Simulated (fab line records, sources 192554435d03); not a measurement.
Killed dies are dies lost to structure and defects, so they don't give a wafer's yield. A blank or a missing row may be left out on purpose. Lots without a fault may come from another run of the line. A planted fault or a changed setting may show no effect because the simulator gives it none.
Chamber matching | flow n5_finfet | N5_BEOL_M11_ALD_74 on ald_metal-04: 4 sister chambers
The step deposits TaN, target thk 2 nm, pulse time 2 s, purge time 3 s. 8 wafers are shown with their chamber, then 7 later ones without.

WAFERS WITH THEIR CHAMBER
wafer  | chamber | heater_power_w (W) | heater_power_outer_w (W)
L429.1 | 0       | 382                | 207
L432.4 | 3       | 407                | 219
L432.5 | 2       | 381                | 210
L431.1 | 3       | 408                | 227
L431.5 | 2       | 370                | 213
L431.6 | 1       | 413                | 211
L434.1 | 1       | 422                | 217
L434.2 | 0       | 369                | 208

WAFERS WITHOUT THEIR CHAMBER
wafer  | heater_power_w (W) | heater_power_outer_w (W)
L434.5 | 379                | 213
L433.1 | 418                | 215
L433.4 | 365                | 214
L433.5 | 379                | 208
L437.1 | 380                | 214
L437.2 | 396                | 222
L437.4 | 374                | 204

WHICH CHAMBER EACH WENT THROUGH
wafer  | from the rows above     | in truth
L434.5 | can't be placed: 2 or 0 | 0
L433.1 | 1                       | 1
L433.4 | can't be placed: 2 or 0 | 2
L433.5 | can't be placed: 0 or 2 | 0
L437.1 | can't be placed: 2 or 0 | 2
L437.2 | 3                       | 3
L437.4 | can't be placed: 0 or 2 | 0
Placed correctly: 2 of 7. Can't be placed from these rows: 5 (the true chamber is among the candidates in 5). Placed wrongly: 0.
How it was worked out, from the rows above alone: a wafer's distance from a chamber is the root of the sum, over the readings, of the square of ((its reading less the chamber's mean) divided by the reading's scatter). The wafer belongs to the nearest chamber; if the next one is less than 2 further off, it can't be placed. A chamber's mean is the mean of its shown wafers. The scatter: the root of (the sum of the squares of (reading less its chamber's mean) over the shown wafers, divided by (wafers less chambers)).
